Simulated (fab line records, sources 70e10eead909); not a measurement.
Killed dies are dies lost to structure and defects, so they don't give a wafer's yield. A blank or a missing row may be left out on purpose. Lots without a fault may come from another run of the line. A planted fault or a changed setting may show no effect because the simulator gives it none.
Chamber matching | flow nand_harc | NHARC_A_CONTACT_DEP_58 on pecvd-03: 3 sister chambers
The step deposits SiON, target thk 90 nm. 20 wafers are shown with their chamber, then 10 later ones without.

WAFERS WITH THEIR CHAMBER
wafer  | chamber | heater_power_w (W) | rf_fwd_power_W (W)
L075.1 | 0       | 640                | 348.8
L075.2 | 1       | 608                | 348.5
L075.5 | 1       | 612                | 348.3
L074.1 | 2       | 810                | 348.5
L074.4 | 0       | 719                | 349.5
L074.6 | 1       | 681                | 348.3
L076.1 | 1       | 559                | 349.6
L076.2 | 0       | 717                | 349.2
L076.3 | 2       | 888                | 348.2
L080.3 | 1       | 669                | 349.5
L080.4 | 1       | 675                | 348.8
L080.6 | 0       | 718                | 349.1
L086.3 | 1       | 599                | 348.6
L086.4 | 2       | 876                | 346.6
L086.6 | 1       | 622                | 349.7
L088.1 | 1       | 714                | 348.9
L088.3 | 2       | 961                | 346.2
L088.4 | 1       | 700                | 350.6
L087.1 | 0       | 689                | 348.8
L087.3 | 2       | 880                | 348.5

SIGNATURES (means of the wafers above)
reading        | chamber 0 | chamber 1 | chamber 2 | scatter within a chamber
heater_power_w | 696.60    | 643.90    | 883.00    | 48
rf_fwd_power_W | 349.080   | 349.080   | 347.600   | 0.779
Rule: a wafer's distance from a chamber is the root of the sum, over the readings, of the square of ((its reading less the chamber's mean) divided by the reading's scatter). The wafer belongs to the nearest chamber; if the next one is less than 2 further off, it can't be placed. The scatter: the root of (the sum of the squares of (reading less its chamber's mean) over the shown wafers, divided by (wafers less chambers)).

WAFERS WITHOUT THEIR CHAMBER
wafer  | heater_power_w (W) | rf_fwd_power_W (W)
L087.4 | 904                | 347.7
L090.1 | 960                | 346.3
L090.3 | 665                | 350.0
L090.4 | 662                | 349.7
L097.1 | 700                | 347.3
L097.3 | 715                | 347.9
L097.6 | 737                | 349.0
L095.1 | 659                | 347.1
L095.4 | 655                | 348.2
L095.5 | 934                | 346.7

WHICH CHAMBER EACH WENT THROUGH
wafer  | from the rows above          | in truth
L087.4 | 2                            | 2
L090.1 | 2                            | 2
L090.3 | can't be placed: 1 or 0      | 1
L090.4 | can't be placed: 1 or 0      | 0
L097.1 | can't be placed: 0 or 1 or 2 | 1
L097.3 | can't be placed: 0 or 1 or 2 | 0
L097.6 | can't be placed: 0 or 1      | 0
L095.1 | can't be placed: 1 or 0      | 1
L095.4 | can't be placed: 1 or 0      | 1
L095.5 | 2                            | 2
Placed correctly: 3 of 10. Can't be placed from these rows: 7 (the true chamber is among the candidates in 7). Placed wrongly: 0.
